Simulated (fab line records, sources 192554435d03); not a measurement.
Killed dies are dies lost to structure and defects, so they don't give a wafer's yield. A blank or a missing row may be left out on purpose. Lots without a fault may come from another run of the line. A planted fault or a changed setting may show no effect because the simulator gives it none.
Problem report in the 8D (eight disciplines) form, filled by code | flow n5_finfet | the parts of the form that need people (team, actions taken, sign-off) are left out

1. THE PROBLEM
spin_speed_rpm at N5_BEOL_M5_COAT_65 reads a mean of 1421.7 rpm on 6 wafers of 2 lots; wafers without a fault read 1500.0 rpm with a standard deviation of 0.93. That is -84 standard deviations from the usual mean.
The step: time 60 s, resist thk 60 nm.
First seen on wafer L590.2, day 10 17:35, on litho_track-03. The record holds 12 wafers of 4 lots with a number at this step. Rule for "out", or "out of limits": more than 4 standard deviations from the usual mean. The other wafers with a number count as sound.

2. WHAT IT IS AND WHAT IT IS NOT
question                    | is                     | is not
which readings at this step | spin_speed_rpm         | dispense_pressure_kPa
which lots                  | L590, L591             | L583, L597
which wafers of those lots  | all that have a number | -
read on which tools         | litho_track-03         | litho_track-04
when                        | from day 10 17:35      | up to then (3 sound wafers); but 3 sound wafers of L597 came after

3. SUSPECTS, AND WHAT RULES EACH OUT
Counting: a tool at a process step up to the reading stays a suspect if it ran every lot that is out and no sound lot after the first of them.
- litho_track-03 at N5_BEOL_M5_COAT_65 (time 60 s, resist thk 60 nm): kept. It ran every lot that is out, first L590 (day 10 17:35), and no sound lot after that; its last sound lot up to then is L583 (day 9 01:10). Its own readings are out on those wafers: spin_speed_rpm.
Left after counting: litho_track-03 at N5_BEOL_M5_COAT_65.

4. THE CAUSE (what the simulator had put in)
Process parameter drift: litho_track-03, from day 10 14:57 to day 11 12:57, at N5_BEOL_M5_COAT_65. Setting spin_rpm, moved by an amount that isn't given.
Counting left only this tool.

5. THE CHAIN OF EFFECTS, in route order
Each row: a reading whose mean over the struck wafers that have a number lies more than 3 standard deviations from the usual. Only readings for which the record gives a usual standard deviation are gone through. hours: the time from each lot's start at the first step in this table that gives one to its start at this step, as a median over the lots. sigmas: the change in usual standard deviations.
hours | step               | reading        | usual      | on struck wafers | change | sigmas
0     | N5_BEOL_M5_COAT_65 | spin_speed_rpm | 1500.0 rpm | 1421.7           | -78.3  | -84
The process steps in it:
- N5_BEOL_M5_COAT_65: time 60 s, resist thk 60 nm.

6. WHAT WOULD HAVE CAUGHT IT SOONER
In this record the first reading out of limits was taken at day 10 17:35, 3 hours after the fault began at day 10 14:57.
